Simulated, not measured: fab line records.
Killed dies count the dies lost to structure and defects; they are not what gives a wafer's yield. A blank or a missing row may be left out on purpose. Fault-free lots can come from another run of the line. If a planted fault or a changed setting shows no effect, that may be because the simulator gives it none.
8D (eight disciplines) problem report, filled in by code || flow nandHarc || the parts of the form that need people (team, actions taken, sign-off) are left out

## 1. THE PROBLEM
Mean of killedAtArray at NHARC_END_SORT_01: 673 across 2 wafers in 2 lots; on wafers with no fault it is 55 (standard deviation 15). That is +41 standard deviations from the usual mean.
The first sign was on wafer L993.4 at day 28 08:52, on prober-01. The record has a number at this step for 13 wafers belonging to 5 lots. Rule for "out" (also "out of limits"): further than 4 standard deviations from the usual mean. Any other wafer with a number is counted as sound.

## 2. WHAT IT IS AND WHAT IT IS NOT
{"question": "which readings at this step", "is": "killedAtArray, killedDies", "is not": "killedAtOther, killedAtPeriphery, killedOpen"}
{"question": "which lots", "is": "L993, L995", "is not": "L102, L104, L105"}
{"question": "which wafers of those lots", "is": "L993.4, L995.1", "is not": "L993.5, L993.6, L995.2, L995.6"}
{"question": "read on which gauges", "is": "prober-01", "is not": "prober-02"}
{"question": "when", "is": "from day 28 08:52", "is not": "up to then (0 sound wafers); but 11 sound wafers of L102, L104, L105, L993, L995 came after"}

## 3. WHAT RULES OUT EACH SUSPECT
Counting: any tool at a process step up to the reading remains a suspect provided it ran every lot that is out. Sound lots after the first of them don't rule it out here, since some wafers of a struck lot are sound.
- ruled out: the gauge at NHARC_END_SORT_01. All the wafers that are out were read on prober-01, but those of them that NHARC_A_STAIRCASE_ETCH_188 has rows for are out there too, on other tools.
- rieDiel-01 at NHARC_A_STAIRCASE_ETCH_188 (etches the open film in C4F8/O2, target depth 100 nm, time 40.5 s): kept. It ran every lot that is out, first L993 (day 19 07:09). Its own readings are out on those wafers: oesProductAu, rfFwdPowerW.
- rieDiel-01 at NHARC_A_STAIRCASE_ETCH_194 (etches the open film in C4F8/O2, target depth 100 nm, time 40.5 s): kept. It ran every lot that is out, first L993 (day 28 08:52). NHARC_A_STAIRCASE_ETCH_194: start missing for some lots; hours and lot order therefore follow NHARC_END_SORT_01.
- Within rieDiel-01 at NHARC_A_STAIRCASE_ETCH_188: the wafers that are out ran in chamber 3; their sound lot-mates ran in chambers 0, 1, 2.
Remaining after the count are rieDiel-01 at NHARC_A_STAIRCASE_ETCH_188 and rieDiel-01 at NHARC_A_STAIRCASE_ETCH_194.

## 4. THE CAUSE (what the simulator had put in)
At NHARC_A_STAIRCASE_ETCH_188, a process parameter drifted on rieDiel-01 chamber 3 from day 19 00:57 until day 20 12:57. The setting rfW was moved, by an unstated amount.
After counting, 2 suspects remain, this tool included.

## 5. THE CHAIN OF EFFECTS, in route order
Rows list readings where the struck wafers' mean (over those with a number) sits beyond 3 standard deviations from the usual. Only readings for which the record gives a usual standard deviation are gone through. hours: the time from each lot's start at the first step in this table that gives one to its start at this step, as a median over the lots. sigmas: the change in usual standard deviations.
{"hours": 0, "step": "NHARC_A_STAIRCASE_ETCH_188", "reading": "oesProductAu", "usual": "0.942 a.u.", "on struck wafers": 1.191, "change": "+0.249", "sigmas": "+18"}
{"hours": 0, "step": "NHARC_A_STAIRCASE_ETCH_188", "reading": "rfFwdPowerW", "usual": "591.7 W", "on struck wafers": 836.8, "change": "+245.0", "sigmas": "+99 or more"}
{"hours": 216, "step": "NHARC_END_SORT_01", "reading": "killedAtArray", "usual": 55, "on struck wafers": 673, "change": "+618", "sigmas": "+41"}
{"hours": 216, "step": "NHARC_END_SORT_01", "reading": "killedDies", "usual": 59, "on struck wafers": 677, "change": "+618", "sigmas": "+41"}
It contains these process steps:
- NHARC_A_STAIRCASE_ETCH_188: etches the open film in C4F8/O2, target depth 100 nm, time 40.5 s.

## 6. HOW IT WOULD HAVE BEEN CAUGHT EARLIER
224 hours passed between the start of the fault at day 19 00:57 and the first reading out of limits at a measuring or inspecting step in this record, taken at day 28 08:52.
At NHARC_A_STAIRCASE_ETCH_188, the tool's own readings (oesProductAu, rfFwdPowerW) were out on each struck wafer the step has a row for, so an alarm limit on them would have fired on the first such wafer.
Each of the lots that are out, 2 in all, had begun NHARC_A_STAIRCASE_ETCH_188 on rieDiel-01 no later than day 28 08:52. A hold on the tool at that time would have spared none of them.
